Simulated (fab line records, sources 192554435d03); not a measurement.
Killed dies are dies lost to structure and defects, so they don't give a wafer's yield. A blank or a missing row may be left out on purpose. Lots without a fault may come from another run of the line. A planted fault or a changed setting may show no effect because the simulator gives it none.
Chamber matching | flow n5_finfet | N5_BEOL_M2_PRE_CLEAN_60 on cvd_co-01: 3 sister chambers
The step time 15 s. 6 wafers are shown with their chamber, then 12 later ones without.

WAFERS WITH THEIR CHAMBER
wafer  | chamber | heater_power_w (W)
L081.2 | 1       | 76
L086.2 | 0       | 66
L086.6 | 1       | 77
L087.2 | 0       | 68
L087.3 | 2       | 46
L087.4 | 2       | 46

WAFERS WITHOUT THEIR CHAMBER
wafer  | heater_power_w (W)
L090.1 | 68
L090.2 | 45
L090.3 | 76
L091.1 | 67
L091.2 | 75
L091.5 | 46
L094.2 | 46
L094.3 | 77
L094.5 | 78
L096.1 | 78
L096.2 | 47
L096.6 | 68

WHICH CHAMBER EACH WENT THROUGH
wafer  | from the rows above | in truth
L090.1 | 0                   | 0
L090.2 | 2                   | 2
L090.3 | 1                   | 1
L091.1 | 0                   | 0
L091.2 | 1                   | 1
L091.5 | 2                   | 2
L094.2 | 2                   | 2
L094.3 | 1                   | 1
L094.5 | 1                   | 1
L096.1 | 1                   | 1
L096.2 | 2                   | 2
L096.6 | 0                   | 0
Placed correctly: 12 of 12. Can't be placed from these rows: 0. Placed wrongly: 0.
How it was worked out, from the rows above alone: a wafer's distance from a chamber is the root of the sum, over the readings, of the square of ((its reading less the chamber's mean) divided by the reading's scatter). The wafer belongs to the nearest chamber; if the next one is less than 2 further off, it can't be placed. A chamber's mean is the mean of its shown wafers. The scatter: the root of (the sum of the squares of (reading less its chamber's mean) over the shown wafers, divided by (wafers less chambers)).
